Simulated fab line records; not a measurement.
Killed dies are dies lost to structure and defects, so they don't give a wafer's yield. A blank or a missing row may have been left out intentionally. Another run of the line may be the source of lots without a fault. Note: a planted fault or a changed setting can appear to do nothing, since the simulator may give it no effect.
Chamber matching / flow nand_harc / NHARC_A_STAIRCASE_ETCH_292 on rie_diel-02: 4 sister chambers
The step etches the open film in CF4/CHF3. 4 wafers are shown with their chamber, then 7 later ones without.

== WAFERS WITH THEIR CHAMBER ==
wafer=L079.4; chamber=2; throttle_valve_pct (%)=16.785
wafer=L080.5; chamber=3; throttle_valve_pct (%)=16.802
wafer=L086.4; chamber=1; throttle_valve_pct (%)=16.810
wafer=L086.5; chamber=0; throttle_valve_pct (%)=16.820

== WAFERS MISSING THEIR CHAMBER ==
wafer=L086.6; throttle_valve_pct (%)=16.810
wafer=L090.1; throttle_valve_pct (%)=16.809
wafer=L090.4; throttle_valve_pct (%)=16.806
wafer=L090.5; throttle_valve_pct (%)=16.810
wafer=L097.1; throttle_valve_pct (%)=16.805
wafer=L097.2; throttle_valve_pct (%)=16.803
wafer=L097.3; throttle_valve_pct (%)=16.805

== THE CHAMBER EACH PASSED THROUGH ==
wafer=L086.6; from the rows above=1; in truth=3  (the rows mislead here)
wafer=L090.1; from the rows above=1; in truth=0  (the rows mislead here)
wafer=L090.4; from the rows above=can't be placed: 1 or 3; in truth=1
wafer=L090.5; from the rows above=1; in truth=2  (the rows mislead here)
wafer=L097.1; from the rows above=can't be placed: 3 or 1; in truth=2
wafer=L097.2; from the rows above=3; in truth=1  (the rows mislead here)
wafer=L097.3; from the rows above=can't be placed: 3 or 1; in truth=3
0 of 7 placed correctly. These rows do not allow placing 3 (true chamber among the candidates in 2). Wrongly placed: 4.
How it was worked out, from the rows above alone: a wafer's distance from a chamber is the root of the sum, over the readings, of the square of ((its reading less the chamber's mean) divided by the reading's scatter). The wafer belongs to the nearest chamber; if the next one is less than 2 further off, it can't be placed. The mean given for a chamber averages the wafers shown for that chamber. The scatter: root of mean squared gap, hidden wafer to nearest shown wafer, with one shown wafer a chamber.
